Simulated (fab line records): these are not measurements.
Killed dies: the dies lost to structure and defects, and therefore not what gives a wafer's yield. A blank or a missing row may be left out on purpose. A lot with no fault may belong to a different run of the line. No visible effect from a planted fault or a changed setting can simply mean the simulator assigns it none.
Chamber matching :: flow n5 finfet :: N5_HKMG_FIN_HK_ALD_01 on ald hk-01: 4 sister chambers
The step deposits HfO2, target thk 1.6 nm, pulse time 3 s, purge time 3 s. 4 wafers are shown with their chamber, then 7 later ones without.

WAFERS PAIRED WITH THEIR CHAMBERS
wafer: L714.1
chamber: 0
precursor pulse height rel: 0.981

wafer: L714.3
chamber: 2
precursor pulse height rel: 1.025

wafer: L714.5
chamber: 3
precursor pulse height rel: 0.978

wafer: L715.3
chamber: 1
precursor pulse height rel: 0.984

WAFERS WITHOUT THEIR CHAMBER
wafer: L715.6
precursor pulse height rel: 0.960

wafer: L716.2
precursor pulse height rel: 1.024

wafer: L716.3
precursor pulse height rel: 0.989

wafer: L716.4
precursor pulse height rel: 0.976

wafer: L717.1
precursor pulse height rel: 0.991

wafer: L717.4
precursor pulse height rel: 0.989

wafer: L717.6
precursor pulse height rel: 0.960

WHICH CHAMBER EACH WENT THROUGH
wafer: L715.6
from the rows above: can't be placed: 3 or 0 or 1
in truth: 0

wafer: L716.2
from the rows above: 2
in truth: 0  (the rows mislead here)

wafer: L716.3
from the rows above: can't be placed: 1 or 0 or 3
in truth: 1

wafer: L716.4
from the rows above: can't be placed: 3 or 0 or 1
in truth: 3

wafer: L717.1
from the rows above: can't be placed: 1 or 0 or 3
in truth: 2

wafer: L717.4
from the rows above: can't be placed: 1 or 0 or 3
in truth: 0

wafer: L717.6
from the rows above: can't be placed: 3 or 0 or 1
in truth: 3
Correct placement for 0 of the 7. These rows do not allow placing 6 (true chamber among the candidates in 5). Number placed wrongly: 1.
How it was worked out, from the rows above alone: a wafer's distance from a chamber is the root of the sum, over the readings, of the square of ((its reading less the chamber's mean) divided by the reading's scatter). If the next closest chamber is less than 2 further off than the closest, the wafer can't be placed; otherwise it belongs to the closest. Each chamber's mean is taken over the wafers shown for it. The scatter: with one shown wafer a chamber, the root of the mean of the squares of how far each hidden wafer lies from its nearest shown one.
